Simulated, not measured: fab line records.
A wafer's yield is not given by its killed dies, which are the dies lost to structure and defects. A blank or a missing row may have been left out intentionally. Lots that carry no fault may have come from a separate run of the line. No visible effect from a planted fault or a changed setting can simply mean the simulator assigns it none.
Which tool did it? + flow nand_harc + 45 wafers from 15 lots sampled at 2 of the route's 1302 steps

WHAT THE GAUGES SHOWED, per wafer
NHARC_P_M0_CD_MEAS_16.
| lot  | measured     | on        | cd_nm (nm)     |
|------|--------------|-----------|----------------|
| L529 | day 5 21:42  | cd_sem-01 | 89.3 89.0 89.5 |
| L530 | day 6 12:47  | cd_sem-03 | 90.7 90.1 89.9 |
| L532 | day 7 07:19  | cd_sem-02 | 90.4 90.0 89.8 |
| L535 | day 8 11:01  | cd_sem-01 | 89.9 89.5 89.2 |
| L534 | day 8 12:20  | cd_sem-01 | 90.2 89.0 89.8 |
| L536 | day 8 22:34  | cd_sem-03 | 90.7 90.3 92.0 |
| L537 | day 9 15:39  | cd_sem-02 | 90.6 90.1 89.6 |
| L539 | day 10 10:09 | cd_sem-02 | 91.2 90.1 90.1 |
| L544 | day 12 03:23 | cd_sem-03 | 91.0 88.3 92.0 |
| L545 | day 12 20:32 | cd_sem-02 | 89.0 89.6 88.9 |
| L547 | day 13 15:33 | cd_sem-03 | 90.2 89.4 90.5 |
| L548 | day 13 20:02 | cd_sem-02 | 90.6 89.4 89.6 |
| L550 | day 14 13:59 | cd_sem-02 | 89.7 90.0 90.2 |
| L551 | day 15 05:12 | cd_sem-03 | 89.7 89.8 89.8 |
| L552 | day 15 12:57 | cd_sem-03 | 91.3 91.6 91.4 |

NHARC_P_M0_THK_MEAS_24: measures by xrf.
| lot  | measured     | on            | thk_nm (nm)       |
|------|--------------|---------------|-------------------|
| L529 | day 5 23:44  | film_metro-02 | 117.6 116.3 119.5 |
| L530 | day 6 14:50  | film_metro-02 | 117.3 116.4 115.9 |
| L532 | day 7 09:20  | film_metro-02 | 117.0 116.9 115.8 |
| L535 | day 8 13:02  | film_metro-02 | 116.4 116.4 116.4 |
| L534 | day 8 14:25  | film_metro-01 | 117.0 116.5 116.6 |
| L536 | day 9 00:34  | film_metro-01 | 117.7 118.5 118.3 |
| L537 | day 9 17:51  | film_metro-02 | 116.4 116.7 114.7 |
| L539 | day 10 12:12 | film_metro-01 | 118.7 117.3 118.9 |
| L544 | day 12 05:24 | film_metro-02 | 116.3 117.2 119.6 |
| L545 | day 12 22:32 | film_metro-01 | 114.4 117.3 116.7 |
| L547 | day 13 17:34 | film_metro-01 | 118.9 118.6 116.7 |
| L548 | day 13 22:03 | film_metro-01 | 115.5 119.5 113.9 |
| L550 | day 14 16:12 | film_metro-02 | 118.3 117.4 114.6 |
| L551 | day 15 07:13 | film_metro-02 | 114.6 115.1 114.2 |
| L552 | day 15 15:02 | film_metro-02 | 115.5 118.7 118.8 |

WHAT TOOL EACH LOT RAN ON (gives the tool, then ch and the chambers of the sampled wafers, and finally the start)
The record shows no process step preceding these readings.

AS READ BY THE TOOLS THEMSELVES (means over the sampled wafers that have a number; for cases with no such wafer, the mark the record gives instead)
The record holds no such reading with a usual standard deviation.

THE ANSWER, worked out from the rows above alone
Rule: the lots themselves supply what counts as usual. Put in order of their means at a reading, lots are off if they are a third of the lots or fewer, leave a main group of 4 or more, and stand apart from it by a gap of 3 or more times the standard deviation of the main group's means; of several such gaps the widest counts. A main group whose means are all the same, to the digits that the tables above print for the reading, isn't used. Also off: a lot with no number at a reading for which 4 or more lots have one. The other lots that the step has rows for count as sound. First the gauges in route order, then the tools' own readings, where a lot's mean is used as printed above. The first step at which some lot is off is used, and at that step the reading that is off furthest; a lot without a number counts as furthest.
No lot is off at any reading shown: from this, nothing can be told.

WHAT THE SIMULATOR HAD INSERTED
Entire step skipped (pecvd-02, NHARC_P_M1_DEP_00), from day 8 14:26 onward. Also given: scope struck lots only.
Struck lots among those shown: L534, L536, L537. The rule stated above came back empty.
